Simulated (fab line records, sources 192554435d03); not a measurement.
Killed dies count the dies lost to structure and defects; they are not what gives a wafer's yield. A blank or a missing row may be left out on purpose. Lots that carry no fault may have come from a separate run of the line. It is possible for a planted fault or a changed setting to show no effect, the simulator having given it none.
fab line records	flow n5Finfet
record lots=5	wafers=15	lastDay=16
route steps=1938 shown BEOL_M0_SAQP@652 BEOL_M4@1111 PASSIVATION@1936
lots that met no fault: from a run of the same line without faults
startH: hours from the record's first day to the start of the lot's first wafer shown	waitH: hours since the lot's step before	" identical to the entry in the row above	L1.1+2: a single row standing in for several wafers	- no value, or no start given	* or withheld: withheld	< > ~ a bound
route shown NAME@n: NAME is a module with steps in the file, n the number in the route of the first one	usual: mean/standard deviation taken from wafers without a fault	same: alike in all rows	chamber/n: place in a boat	sites: each site's reading	_std_site: the standard deviation of these	_edge_site: mean of outer sites minus mean of inner sites	radiusMm: for every site, how far away it sits from the centre of the wafer	mask NAME#n: copy n	behind: the most recent tool/chamber to have shaped the wafer	hold: why the lot went on hold/how many hours it stayed there/how the hold came to an end	device: names the non-switching transistor (n, p or np)	end of line: the tests these same wafers got at the end of their route	where a step has no rows: the recipe by itself	killed: not the wafer's yield, but the dies lost to structure and defects at the first sort	map: a wafer's dies, marking killed ones x, the rest . and places with no die _
set.NAME: setting as actually run; set.NAME@STEP: the setting as run at that earlier step	model.NAME: the simulator's own value behind a step, which no gauge read
lots seen at some steps along the route; tables by step, rows by wafer
services: when a tool's chamber went out of use (startH, in hours from the record's first day, below 0 if earlier), for how many hours, and the reason
## steps
# step N5_BEOL_M0_SAQP_DESCUM_19
# recipe chemistry=O2	timeS=7.9	sourcePowerW=50	biasPowerW=20	pressureMtorr=20	rfFrequencyHz=2.712e+07	tempC=40	resist=CAR-ArF	o2FlowSccm=225
# step N5_BEOL_M0_SAQP_ETCH_83
# recipe chemistry=CF4	target=SiARC	targetDepthA=390	maskMaterial=CAR-ArF	timeS=65	ionEnergyEv=80	pressureMtorr=40	sourceW=545	biasW=36	Ar_flow_sccm=100	cf4FlowSccm=100	ends=cleared
# step N5_BEOL_M0_SAQP_ETCH_84
# recipe chemistry=N2/H2	target=SOC	targetDepthA=1000	overetchA=200	maskMaterial=SiARC	tempC=40	timeS=150	ionEnergyEv=200	pressureMtorr=30	sourceW=840	biasW=150	n2FlowSccm=200	h2FlowSccm=200
# step N5_BEOL_M0_SAQP_STRIP_80
# recipe chemistry=N2/H2	tempC=40	n2FlowSccm=200	h2FlowSccm=200	rfFrequencyHz=6e+07
# step N5_BEOL_M0_SAQP_HM_OPEN_112
# recipe chemistry=CHF3/O2	target=SiO2	stopOn=a-Si	targetDepthA=120	overEtchFrac=1.25	maskMaterial=SOC	timeS=13.5	pressureMtorr=30	sourceW=650	biasW=170	Ar_flow_sccm=200	CHF3_flow_sccm=50	O2_flow_sccm=5	ionEnergyEv=200	ends=endPoint
# step N5_BEOL_M0_SAQP_STRIP_113
# recipe chemistry=CHF3/O2	resist=SiARC	rfFrequencyHz=6e+07
# step N5_BEOL_M0_SAQP_MANDREL_ETCH_20
# recipe targetDepthA=600	chemistry=HBr/Cl2	target=a-Si	stopOn=SiNx	btTimeS=10	maskMaterial=SOC	overEtchFrac=0.5	timeS=30	pressureMtorr=10	icpW=800	biasW=75	HBr_flow_sccm=150	Cl2_flow_sccm=80	ends=endPoint
# step N5_BEOL_M0_SAQP_STRIP_86
# recipe chemistry=N2/H2	powerW=500	tempC=40	pressureMtorr=50	rfFrequencyHz=6e+07	overashFraction=0.3	biasPowerW=28	h2Frac=0.5	n2FlowSccm=300	h2FlowSccm=300
# step N5_BEOL_M0_SAQP_STRIP_115
# recipe chemistry=postEtchResidueRemover	timeS=60	tempC=25	removerPh=withheld	removerWaterWtPct=withheld	removerFluorideWtPct=withheld
# step N5_BEOL_M0_SAQP_SRD_93
# recipe dry=ipaMarangoni	timeS=30	tempC=23	rinseLiquid=diw
# step N5_BEOL_M0_SAQP_RECESS_114
# recipe chemistry=HF/NH3	target=SiO2	targetDepthA=144	afsCycles=3	tempC=30	sublimationTempC=180	sublimationTimeS=60
# step N5_BEOL_M0_SAQP_SPACER1_ALD_98
# recipe material=SiO2	targetThkA=128	tempC=300	aldPrecursorFamily=BDEAS	aldCoReactant=O2-plasma	pulseTimeS=1	purgeTimeS=2	coReactantPurgeTimeS=2	aldCycles=138	pressureTorr=2
# usual aldCycles=138/0	heaterPowerW=478/37	precursorPulseHeightRel=0.999/0.02
lot.wafer	tool	chamber	startH	waitH	aldCycles	heaterPowerW	precursorPulseHeightRel	model.SiO2_of_BEOL_M0_SAQP_SPACER1_ALD_98.thkNm
L528.2	aldSin-03	3	121.25	0.3	138	507	0.990	12.8
L528.3	"	1	"	"	138	494	1.002	12.8
L528.6	"	3	"	"	138	519	0.961	12.8
L535.3	aldSin-03	3	161.86	0.1	42	520	0.997	4
L535.4	"	0	"	"	42	448	0.993	3.8
L535.5	"	1	"	"	42	527	1.022	3.8
L536.2	aldSin-03	1	164.80	0.3	42	507	1.001	3.8
L536.3	"	0	"	"	42	452	1.002	4
L536.6	"	3	"	"	42	508	1.016	3.8
L537.2	aldSin-03	2	173.12	0.3	42	450	1.032	3.8
L537.4	"	1	"	"	42	505	0.998	4
L537.5	"	0	"	"	42	453	1.015	4
L544.4	aldSin-04	0	216.50	0.9	138	562	1.014	12.8
L544.5	"	1	"	"	138	441	1.014	12.8
L544.6	"	2	"	"	138	486	0.965	12.8
# step N5_BEOL_M0_SAQP_SPACER1_ETCHBACK_99
# recipe chemistry=CHF3/O2	mode=anisotropicEtchback	target=SiO2	targetDepthA=154	timeS=7.7	pressureMtorr=30	sourceW=650	biasW=170	Ar_flow_sccm=200	CHF3_flow_sccm=50	O2_flow_sccm=5	ionEnergyEv=200
# step N5_BEOL_M0_SAQP_MANDREL1_REMOVE_100
# recipe chemistry=HBr/Cl2/O2	btTimeS=10	target=a-Si	stopOn=SiNx	endpoint=OES-SiCl	overEtchFrac=0.85	icpW=600	biasW=30	HBr_flow_sccm=150	Cl2_flow_sccm=80	O2_flow_sccm=5	pressureMtorr=10
# usual chamberPressureMTorr=9.999/0.0093	drypumpMotorCurrentA=5.6/0.48	oesProductAu=0.997/0.017	throttleValvePct=36.6/0.31
# same btTimeS=10
lot.wafer	tool	chamber	startH	waitH	chamberPressureMTorr	drypumpMotorCurrentA	oesProductAu	rfHoursCounterH	throttleValvePct	model.BEOL_M0_SAQP.cdNm	model.SiO2_of_BEOL_M0_SAQP_SPACER1_ALD_98.thkNm
L528.2	rieSi-01	1	121.88	0.1	10.018	5.7	0.988	162	36.6	12.8	7.4
L528.3	"	3	"	"	9.991	5.7	0.978	100	36.9	12.6	7.4
L528.6	"	0	"	"	10.015	6.4	1.004	-	36.7	12.8	7.6
L535.3	rieSi-01	3	162.42	0.1	9.996	5.7	0.979	101	36.9	3.8	1.8
L535.4	"	0	"	"	9.999	6.4	1.008	176	36.7	3.8	1.8
L535.5	"	2	"	"	10.007	5.7	1.001	-	36.1	4	1.8
L536.2	rieSi-06	0	165.48	0.1	10.008	5.1	1.030	53	36.5	3.6	1.8
L536.3	"	3	"	"	9.992	5.2	0.967	14	36.5	3.8	1.8
L536.6	"	0	"	"	9.999	5.1	1.035	-	36.4	3.8	1.8
L537.2	rieSi-06	0	173.68	0.1	10.003	5.0	1.028	53	36.4	3.8	1.8
L537.4	"	3	"	"	9.994	5.1	0.969	14	36.5	3.8	1.8
L537.5	"	1	"	"	10.001	4.6	1.007	-	37.1	4	1.8
L544.4	rieSi-01	1	216.89	0.1	10.001	5.7	0.987	-	36.6	12.6	7.4
L544.5	"	0	"	"	9.988	6.4	0.998	-	36.7	12.6	7.4
L544.6	"	3	"	"	9.997	5.7	0.981	-	36.9	12.6	7.4
# step N5_BEOL_M0_SAQP_CD_MEAS_25
# recipe targetCdNm=13.1	landingEnergyEv=1000	detector=seInlens
# usual cdNm=12.75/0.23
lot.wafer	tool	chamber	startH	waitH	cdNm
L528.2	cdSem-01	0	121.99	0.1	12.69
L528.3	"	0	"	"	12.45
L528.6	"	0	"	"	12.83
L535.3	cdSem-03	0	162.54	0.1	4.04
L535.4	"	0	"	"	4.07
L535.5	"	0	"	"	4.08
L536.2	cdSem-03	0	165.59	0.1	3.68
L536.3	"	0	"	"	4.21
L536.6	"	0	"	"	3.59
L537.2	cdSem-01	0	173.79	0.1	3.41
L537.4	"	0	"	"	4.08
L537.5	"	0	"	"	4.03
L544.4	cdSem-02	0	216.96	0.0	12.92
L544.5	"	0	"	"	12.23
L544.6	"	0	"	"	12.54
# step N5_BEOL_M0_SAQP_ETCH_101
# recipe chemistry=CH3F/O2	target=SiNx	maskMaterial=SiO2	targetDepthA=299	timeS=42.7	pressureMtorr=30	sourceW=395	biasW=73	Ar_flow_sccm=150	CH3F_flow_sccm=30	O2_flow_sccm=20	ionEnergyEv=120
# step N5_BEOL_M4_RC_MEAS_101
# usual DIBL_N=36.4/1.7	DIBL_P=36.4/2.1	IOFF_N=0.16/0.035	IOFF_P=0.21/0.035	ION_N=680/11	ION_P=465/6.8	SS_N=71.5/0.58	SS_P=73.2/0.72	VT_N=249/3.6	VT_P=-250/3.1
lot.wafer	tool	chamber	startH	waitH	DIBL_N[mV/V]	DIBL_P[mV/V]	IOFF_N[nA/um]	IOFF_P[nA/um]	ION_N[uA/um]	ION_P[uA/um]	SS_N[mV/dec]	SS_P[mV/dec]	VT_N[mV]	VT_P[mV]
L528.2	prober-01	0	181.77	0.2	35.2	36.4	0.15	0.22	673	459	71.3	73.8	250	-253
L528.3	"	0	"	"	37.7	38.3	0.21	0.26	691	470	72.4	74.5	245	-249
L528.6	"	0	"	"	37.4	38.8	0.19	0.26	680	462	72.1	73.9	246	-250
L544.4	prober-02	0	279.37	0.5	36.5	36.7	0.16	0.20	685	468	72.0	73.7	247	-250
L544.5	"	0	"	"	34.5	34.0	0.12	0.15	672	455	71.4	73.0	254	-255
L544.6	"	0	"	"	37.0	37.9	0.17	0.21	676	461	71.5	73.7	249	-252
# step N5_PASSIVATION_PROBE_49
# usual defectLimitedYield=91.3/1.4	killed_at_M0_to_M3=36/11	killed_at_M4_up=13/5.2	killedAtContacts=13/6.5	killedAtFrontEnd=37/11	killedAtOther=3.6/2.9	killedDies=103/17	killedOnRim=13/3.6	killedOpen=68/12	killedShort=33/7.3	sort_bin_5_function=5.2/0.91	sort_bin_6_memory=3.2/0.67	sortNPass=1077/17	sortYieldPct=91.3/1.4
# same grossDies=1180	killedAtBackSide=0	sort_bin_4_leakage[%]=0	sort_bin_8_speed[%]=0
lot.wafer	tool	chamber	startH	waitH	defectLimitedYield[%]	killed_at_M0_to_M3	killed_at_M4_up	killedAtContacts	killedAtFrontEnd	killedAtOther	killedDies	killedOnRim	killedOpen	killedShort	sort_bin_5_function[%]	sort_bin_6_memory[%]	sortNPass	sortYieldPct[%]
L528.2	prober-02	-	284.37	0.1	90.4	43	11	21	36	2	113	14	63	49	5.4	3.6	1067	90.4
L528.3	prober-02	-	284.42	0.1	90.1	43	13	14	47	0	117	19	70	44	5.6	3.9	1063	90.1
L528.6	prober-02	-	284.57	0.3	91.8	36	17	13	28	3	97	10	62	34	5.0	2.8	1083	91.8
L535.3	prober-01	-	333.03	0.1	0	1109	14	5	50	2	1180	152	100	78	93.1	6.4	0	0
L535.4	prober-01	-	333.08	0.2	0	1108	20	12	36	4	1180	152	139	90	91.3	7.6	0	0
L535.5	prober-01	-	333.13	0.2	0	1113	14	10	35	8	1180	152	130	77	93.4	5.8	0	0
L537.2	prober-01	-	337.51	0.1	0	1105	8	27	34	6	1180	152	134	87	92.7	6.6	0	0
L537.4	prober-01	-	337.61	0.2	0	1117	16	16	26	5	1180	152	78	40	95.8	4.0	0	0
L537.5	prober-01	-	337.66	0.2	0	1131	15	19	13	2	1180	152	73	51	95.8	3.7	0	0
L536.2	prober-01	-	341.37	0.1	0	1112	17	12	31	8	1180	152	84	53	95.3	4.5	0	0
L536.3	prober-01	-	341.42	0.1	0	1105	10	5	50	10	1180	152	75	51	94.7	4.6	0	0
L536.6	prober-01	-	341.57	0.3	0	1119	12	4	42	3	1180	152	83	71	95.3	4.0	0	0
# killed by level:class
L528.2 BEOL_M0_SAQP:geometricParticle:short=13 MOL_CONTACT_COAG:geometricParticle:open=11 MOL_CONTACT_COAG:geometricParticle:short=10 BEOL_M0_SAQP:geometricParticle:open=9 GATE_CUT:geometricParticle:short=7 BEOL_M2:geometricParticle:open=5 STARTING-WAFER:geometricParticle:short=5 FIN_SAQP:geometricParticle:open=4
L528.3 FIN_SAQP:geometricParticle:short=11 MOL_CONTACT_COAG:geometricParticle:open=11 FIN_SAQP:geometricParticle:open=8 BEOL_M0_SAQP:geometricParticle:open=7 BEOL_M0_SAQP:geometricParticle:short=7 BEOL_M2:geometricParticle:open=7 BEOL_M3:geometricParticle:short=6 BEOL_M1:geometricParticle:open=6
L528.6 MOL_CONTACT_COAG:geometricParticle:open=11 BEOL_M0_SAQP:geometricParticle:short=9 FIN_SAQP:geometricParticle:open=8 BEOL_M2:geometricParticle:open=8 FIN_SAQP:geometricParticle:short=7 BEOL_M0:geometricParticle:open=6 BEOL_M4:geometricParticle:open=6 BEOL_M3:geometricParticle:open=4
L535.3 BEOL_M0_SAQP:areaAld=999 BEOL_M0_SAQP:geometricParticle:short=45 BEOL_M0_SAQP:geometricParticle:open=41 BEOL_M2:geometricParticle:open=10 STI_FIN_REVEAL:geometricParticle:open=8 ILD0:geometricParticle:open=8 ILD0:geometricParticle:short=7 STI_FIN_REVEAL:geometricParticle:short=6
L535.4 BEOL_M0_SAQP:areaAld=949 BEOL_M0_SAQP:geometricParticle:open=72 BEOL_M0_SAQP:geometricParticle:short=71 FIN_SAQP:geometricParticle:open=15 MOL_CONTACT_COAG:geometricParticle:open=10 BEOL_M2:geometricParticle:open=9 BEOL_M5:geometricParticle:open=8 FIN_SAQP:geometricParticle:short=5
L535.5 BEOL_M0_SAQP:areaAld=973 BEOL_M0_SAQP:geometricParticle:open=68 BEOL_M0_SAQP:geometricParticle:short=50 FIN_SAQP:geometricParticle:open=10 MOL_CONTACT_COAG:geometricParticle:open=9 BEOL_M3:geometricParticle:open=9 FIN_SAQP:geometricParticle:short=7 GATE_CUT:geometricParticle:short=7
L537.2 BEOL_M0_SAQP:areaAld=957 BEOL_M0_SAQP:geometricParticle:short=65 BEOL_M0_SAQP:geometricParticle:open=65 MOL_CONTACT_COAG:geometricParticle:open=23 BEOL_M3:geometricParticle:open=8 STI_FIN_REVEAL:geometricParticle:open=7 DUMMY_GATE:geometricParticle:open=5 FIN_SAQP:geometricParticle:open=4
L537.4 BEOL_M0_SAQP:areaAld=1059 BEOL_M0_SAQP:geometricParticle:open=29 BEOL_M0_SAQP:geometricParticle:short=20 MOL_CONTACT_COAG:geometricParticle:open=15 STI_FIN_REVEAL:geometricParticle:open=4 GATE_CUT:geometricParticle:open=4 BEOL_M3:geometricParticle:open=4 BEOL_M5:geometricParticle:open=4
L537.5 BEOL_M0_SAQP:areaAld=1056 BEOL_M0_SAQP:geometricParticle:short=37 BEOL_M0_SAQP:geometricParticle:open=28 MOL_CONTACT_COAG:geometricParticle:open=14 BEOL_M4:geometricParticle:open=7 BEOL_M2:geometricParticle:open=6 MOL_CONTACT_COAG:geometricParticle:short=5 STI_FIN_REVEAL:geometricParticle:open=4
L536.2 BEOL_M0_SAQP:areaAld=1043 BEOL_M0_SAQP:geometricParticle:open=24 BEOL_M0_SAQP:geometricParticle:short=22 BEOL_M2:geometricParticle:open=13 STI_FIN_REVEAL:geometricParticle:open=10 MOL_CONTACT_COAG:geometricParticle:open=10 BEOL_M4:geometricParticle:open=7 GATE_CUT:geometricParticle:short=6
L536.3 BEOL_M0_SAQP:areaAld=1054 BEOL_M0_SAQP:geometricParticle:short=15 FIN_SAQP:geometricParticle:open=14 BEOL_M0_SAQP:geometricParticle:open=13 BEOL_M2:geometricParticle:open=11 FIN_SAQP:geometricParticle:short=10 STI_FIN_REVEAL:geometricParticle:open=6 PASS1_DEP:geometricParticle:short=6
L536.6 BEOL_M0_SAQP:areaAld=1025 BEOL_M0_SAQP:geometricParticle:short=46 BEOL_M0_SAQP:geometricParticle:open=33 STI_FIN_REVEAL:geometricParticle:open=16 FIN_SAQP:geometricParticle:open=5 FIN_SAQP:geometricParticle:short=5 BEOL_M2:geometricParticle:open=5 MOL_CONTACT_COAG:geometricParticle:open=4
# map L535.3 (x killed, . not)
_________________xxxxxxxxxxxx________________
______________xxxxxxxxxxxxxxxxxx_____________
___________xxxxxxxxxxxxxxxxxxxxxxxx__________
__________xxxxxxxxxxxxxxxxxxxxxxxxxx_________
________xxxxxxxxxxxxxxxxxxxxxxxxxxxxxx_______
_______xxxxxxxxxxxxxxxxxxxxxxxxxxxxxxxx______
______xxxxxxxxxxxxxxxxxxxxxxxxxxxxxxxxxx_____
_____xxxxxxxxxxxxxxxxxxxxxxxxxxxxxxxxxxxx____
____xxxxxxxxxxxxxxxxxxxxxxxxxxxxxxxxxxxxxx___
___xxxxxxxxxxxxxxxxxxxxxxxxxxxxxxxxxxxxxxxx__
___xxxxxxxxxxxxxxxxxxxxxxxxxxxxxxxxxxxxxxxx__
__xxxxxxxxxxxxxxxxxxxxxxxxxxxxxxxxxxxxxxxxxx_
__xxxxxxxxxxxxxxxxxxxxxxxxxxxxxxxxxxxxxxxxxx_
_xxxxxxxxxxxxxxxxxxxxxxxxxxxxxxxxxxxxxxxxxxxx
_xxxxxxxxxxxxxxxxxxxxxxxxxxxxxxxxxxxxxxxxxxxx
_xxxxxxxxxxxxxxxxxxxxxxxxxxxxxxxxxxxxxxxxxxxx
_xxxxxxxxxxxxxxxxxxxxxxxxxxxxxxxxxxxxxxxxxxxx
_xxxxxxxxxxxxxxxxxxxxxxxxxxxxxxxxxxxxxxxxxxxx
_xxxxxxxxxxxxxxxxxxxxxxxxxxxxxxxxxxxxxxxxxxxx
_xxxxxxxxxxxxxxxxxxxxxxxxxxxxxxxxxxxxxxxxxxxx
_xxxxxxxxxxxxxxxxxxxxxxxxxxxxxxxxxxxxxxxxxxxx
__xxxxxxxxxxxxxxxxxxxxxxxxxxxxxxxxxxxxxxxxxx_
__xxxxxxxxxxxxxxxxxxxxxxxxxxxxxxxxxxxxxxxxxx_
___xxxxxxxxxxxxxxxxxxxxxxxxxxxxxxxxxxxxxxxx__
___xxxxxxxxxxxxxxxxxxxxxxxxxxxxxxxxxxxxxxxx__
____xxxxxxxxxxxxxxxxxxxxxxxxxxxxxxxxxxxxxx___
_____xxxxxxxxxxxxxxxxxxxxxxxxxxxxxxxxxxxx____
______xxxxxxxxxxxxxxxxxxxxxxxxxxxxxxxxxx_____
_______xxxxxxxxxxxxxxxxxxxxxxxxxxxxxxxx______
________xxxxxxxxxxxxxxxxxxxxxxxxxxxxxx_______
__________xxxxxxxxxxxxxxxxxxxxxxxxxx_________
___________xxxxxxxxxxxxxxxxxxxxxxxx__________
______________xxxxxxxxxxxxxxxxxx_____________
_________________xxxxxxxxxxxx________________
# map L536.2 (x killed, . not)
_________________xxxxxxxxxxxx________________
______________xxxxxxxxxxxxxxxxxx_____________
___________xxxxxxxxxxxxxxxxxxxxxxxx__________
__________xxxxxxxxxxxxxxxxxxxxxxxxxx_________
________xxxxxxxxxxxxxxxxxxxxxxxxxxxxxx_______
_______xxxxxxxxxxxxxxxxxxxxxxxxxxxxxxxx______
______xxxxxxxxxxxxxxxxxxxxxxxxxxxxxxxxxx_____
_____xxxxxxxxxxxxxxxxxxxxxxxxxxxxxxxxxxxx____
____xxxxxxxxxxxxxxxxxxxxxxxxxxxxxxxxxxxxxx___
___xxxxxxxxxxxxxxxxxxxxxxxxxxxxxxxxxxxxxxxx__
___xxxxxxxxxxxxxxxxxxxxxxxxxxxxxxxxxxxxxxxx__
__xxxxxxxxxxxxxxxxxxxxxxxxxxxxxxxxxxxxxxxxxx_
__xxxxxxxxxxxxxxxxxxxxxxxxxxxxxxxxxxxxxxxxxx_
_xxxxxxxxxxxxxxxxxxxxxxxxxxxxxxxxxxxxxxxxxxxx
_xxxxxxxxxxxxxxxxxxxxxxxxxxxxxxxxxxxxxxxxxxxx
_xxxxxxxxxxxxxxxxxxxxxxxxxxxxxxxxxxxxxxxxxxxx
_xxxxxxxxxxxxxxxxxxxxxxxxxxxxxxxxxxxxxxxxxxxx
_xxxxxxxxxxxxxxxxxxxxxxxxxxxxxxxxxxxxxxxxxxxx
_xxxxxxxxxxxxxxxxxxxxxxxxxxxxxxxxxxxxxxxxxxxx
_xxxxxxxxxxxxxxxxxxxxxxxxxxxxxxxxxxxxxxxxxxxx
_xxxxxxxxxxxxxxxxxxxxxxxxxxxxxxxxxxxxxxxxxxxx
__xxxxxxxxxxxxxxxxxxxxxxxxxxxxxxxxxxxxxxxxxx_
__xxxxxxxxxxxxxxxxxxxxxxxxxxxxxxxxxxxxxxxxxx_
___xxxxxxxxxxxxxxxxxxxxxxxxxxxxxxxxxxxxxxxx__
___xxxxxxxxxxxxxxxxxxxxxxxxxxxxxxxxxxxxxxxx__
____xxxxxxxxxxxxxxxxxxxxxxxxxxxxxxxxxxxxxx___
_____xxxxxxxxxxxxxxxxxxxxxxxxxxxxxxxxxxxx____
______xxxxxxxxxxxxxxxxxxxxxxxxxxxxxxxxxx_____
_______xxxxxxxxxxxxxxxxxxxxxxxxxxxxxxxx______
________xxxxxxxxxxxxxxxxxxxxxxxxxxxxxx_______
__________xxxxxxxxxxxxxxxxxxxxxxxxxx_________
___________xxxxxxxxxxxxxxxxxxxxxxxx__________
______________xxxxxxxxxxxxxxxxxx_____________
_________________xxxxxxxxxxxx________________
## services
tool	chamber	startH	hours	kind
rieSi-06	-	100.22	0.4	repair
rieSi-06	2	123.88	7.5	repair
rieSi-01	-	134.41	0.8	repair
rieSi-01	2	138.88	3.6	repair
aldSin-03	-	177.71	14.0	pm
aldSin-03	0	177.71	15.3	ventCycle
aldSin-03	1	177.71	15.3	ventCycle
aldSin-03	2	177.71	31.7	ventCycle
aldSin-03	3	177.71	15.3	ventCycle
rieSi-01	0	188.07	7.8	repair
rieSi-01	2	205.99	85.1	repair
rieSi-06	1	210.04	13.4	repair
## key
firstSign step=N5_BEOL_M0_SAQP_SPACER1_ALD_98	reading=aldCycles	direction=down	sigmas=99+	usual=*	struck=*
effect step=N5_BEOL_M0_SAQP_CD_MEAS_25	reading=cdNm	direction=down	sigmas=38	usual=12.75	struck=3.91
effect step=N5_PASSIVATION_PROBE_49	reading=killed_at_M0_to_M3	direction=up	sigmas=99+	usual=36	struck=1113
modelEffect step=N5_BEOL_M0_SAQP_SPACER1_ALD_98	value=SiO2_of_BEOL_M0_SAQP_SPACER1_ALD_98.thkNm	without=12.8	struck=3.889
modelEffect step=N5_BEOL_M0_SAQP_MANDREL1_REMOVE_100	value=BEOL_M0_SAQP.cdNm	without=12.73	struck=3.822
moreKillsBornAt N5_BEOL_M0_SAQP_SPACER1_ALD_98@aldSin-03=9115
metAt N5_BEOL_M0_SAQP_SPACER1_ALD_98
struckWafers L535.3,L535.4,L535.5,L536.2,L536.3,L536.6,L537.2,L537.4,L537.5
laterRowsLeftOut L535.3,L535.4,L535.5,L536.2,L536.3,L536.6,L537.2,L537.4,L537.5
onsetBetween 121.25 161.86
fault kind=processParameterDrift	tool=aldSin-03	chamber=-	onsetH=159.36	steps=N5_BEOL_M0_SAQP_SPACER1_ALD_98	channel=aldCycles	offset=*	shape=step	endH=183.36	actsIn=*	stated=*
# laterRowsLeftOut: the simulator's readings of these wafers behind a module that went badly wrong aren't trusted and aren't shown, but for the sort
